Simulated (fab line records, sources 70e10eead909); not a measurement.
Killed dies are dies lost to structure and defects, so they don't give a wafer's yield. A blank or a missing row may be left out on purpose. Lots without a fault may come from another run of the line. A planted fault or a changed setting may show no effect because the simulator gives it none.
Problem report in the 8D (eight disciplines) form, filled by code | flow nand_harc | the parts of the form that need people (team, actions taken, sign-off) are left out

1. THE PROBLEM
heater_power_total_W at NHARC_A_CONTACT_SOFTBAKE_37 reads a mean of 183.42 W on 6 wafers of 2 lots; wafers without a fault read 188.46 W with a standard deviation of 0.14. That is -36 standard deviations from the usual mean.
The step: time 55 s.
First seen on wafer L637.1, day 19 16:00, on litho_track-04. The record holds 39 wafers of 13 lots with a number at this step. Rule for "out", or "out of limits": more than 4 standard deviations from the usual mean. The other wafers with a number count as sound.

2. WHAT IT IS AND WHAT IT IS NOT
question                    | is                     | is not
which readings at this step | heater_power_total_W   | -
which lots                  | L637, L641             | L623, L624, L625, L626, L627, L628, L631, L632, L633, L634, L636
which wafers of those lots  | all that have a number | -
read on which tools         | litho_track-04         | litho_track-01, litho_track-06
when                        | from day 19 16:00      | up to then (33 sound wafers)

3. SUSPECTS, AND WHAT RULES EACH OUT
Counting: a tool at a process step up to the reading stays a suspect if it ran every lot that is out and no sound lot after the first of them.
- litho_track-04 at NHARC_A_CONTACT_SOFTBAKE_37 (time 55 s): kept. It ran every lot that is out, first L637 (day 19 16:00), and no sound lot after that; its last sound lot up to then is L634 (day 19 16:00). Its own readings are out on those wafers: heater_power_total_W.
Left after counting: litho_track-04 at NHARC_A_CONTACT_SOFTBAKE_37.

4. THE CAUSE (what the simulator had put in)
Process parameter drift: litho_track-04, from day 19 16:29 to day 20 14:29, at NHARC_A_CONTACT_SOFTBAKE_37. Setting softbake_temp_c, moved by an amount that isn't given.
Counting left only this tool.

5. THE CHAIN OF EFFECTS, in route order
Each row: a reading whose mean over the struck wafers that have a number lies more than 3 standard deviations from the usual. Only readings for which the record gives a usual standard deviation are gone through. hours: the time from each lot's start at the first step in this table that gives one to its start at this step, as a median over the lots. sigmas: the change in usual standard deviations.
hours | step                        | reading              | usual    | on struck wafers | change | sigmas
0     | NHARC_A_CONTACT_SOFTBAKE_37 | heater_power_total_W | 188.46 W | 183.42           | -5.04  | -36
The process steps in it:
- NHARC_A_CONTACT_SOFTBAKE_37: time 55 s.

6. WHAT WOULD HAVE CAUGHT IT SOONER
In this record the first reading out of limits was taken at day 19 16:00.
